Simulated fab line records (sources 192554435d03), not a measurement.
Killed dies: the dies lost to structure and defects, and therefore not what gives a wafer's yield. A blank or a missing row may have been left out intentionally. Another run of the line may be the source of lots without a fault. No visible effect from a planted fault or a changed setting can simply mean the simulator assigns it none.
Code-filled problem report in 8D (eight disciplines) form ; flow n5-finfet ; the parts of the form that need people (team, actions taken, sign-off) are left out

1. THE ISSUE
At N5_BEOL_M1_ETCH_64, bias-w averages 165.4 W over 2 wafers from 2 lots, while fault-free wafers read 150.0 W, standard deviation 0.47. Measured from the usual mean, that is +33 standard deviations.
The step: etches SOC in N2/H2, target depth 75 nm, overetch 15 nm, time 112.5 s.
First observed at day 9 21:47: wafer L547.2, on rie-diel-04. At this step, 27 wafers from 9 lots have a number in the record. Rule for "out", or "out of limits": more than 4 standard deviations from the usual mean. The other wafers with a number count as sound.

2. WHAT IT IS, AND WHAT IT ISN'T
question;is;is not
which readings at this step;bias-w, rf-vpp-V;drypump-motor-current-A, showerhead-plenum-p-Torr, throttle-valve-pct
which lots;L547, L550;L535, L539, L540, L543, L551, L553, L555
which wafers of those lots;L547.2, L550.2;L547.3, L547.5, L550.1, L550.4
read on which tools;rie-diel-04;rie-diel-02, rie-diel-06
when;from day 9 21:47;"up to then (14 sound wafers); but 11 sound wafers of L550, L551, L553, L555 came after"

3. WHAT RULES OUT EACH SUSPECT
Counting: if a tool at a process step up to the reading ran every lot that is out, it stays a suspect. Sound lots after the first of them don't rule it out here, since some wafers of a struck lot are sound.
- rie-diel-04 at N5_BEOL_M1_DESCUM_16 (chemistry O2, time 7 s): kept. Every lot that is out went through it, the first being L547 (day 9 21:43); the last sound lot it ran before that was L543 (day 9 07:49).
- rie-diel-04 at N5_BEOL_M1_ETCH_64 (etches SOC in N2/H2, target depth 75 nm, overetch 15 nm, time 112.5 s): kept. Every lot that is out went through it, the first being L547 (day 9 21:47); the last sound lot it ran before that was L543 (day 9 07:53). Out on those wafers are its own readings of bias-w, rf-vpp-V.
- rie-diel-04, N5_BEOL_M1_DESCUM_16: wafers that are out in chamber 0, sound lot-mates in chambers 1, 2, 3.
- rie-diel-04, N5_BEOL_M1_ETCH_64: wafers that are out in chamber 0, sound lot-mates in chambers 1, 2, 3.
Remaining after the count are rie-diel-04 at N5_BEOL_M1_DESCUM_16 and rie-diel-04 at N5_BEOL_M1_ETCH_64.

4. THE CAUSE (what the simulator had put in)
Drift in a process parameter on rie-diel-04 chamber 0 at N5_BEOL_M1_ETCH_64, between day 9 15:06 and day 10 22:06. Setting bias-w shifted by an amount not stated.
Counting leaves 2 suspects; this tool is one of them.

5. THE CHAIN OF EFFECTS, in route order
One row per reading whose mean, taken over the struck wafers that have a number, lies over 3 standard deviations from the usual. Only readings whose record carries a usual standard deviation are examined. hours: median over the lots of the time between each lot's start at the first step of this table that gives one and its start at this step. sigmas: the change, counted in usual standard deviations.
hours;step;reading;usual;on struck wafers;change;sigmas
0;N5_BEOL_M1_ETCH_64;bias-w;150.0 W;165.4;+15.4;+33
0;N5_BEOL_M1_ETCH_64;rf-vpp-V;522.7 V;557.1;+34.4;+15
Process steps it contains:
- N5_BEOL_M1_ETCH_64: etches SOC in N2/H2, target depth 75 nm, overetch 15 nm, time 112.5 s.
Later steps that measure or inspect, where all struck wafers having a row at the step show a number for every such reading and not one has moved that far: N5_BEOL_M4_RC_MEAS_101.

6. WHAT WOULD HAVE CAUGHT IT SOONER
The fault began at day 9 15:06; the first out-of-limits reading in this record came at day 9 21:47, 7 hours later.
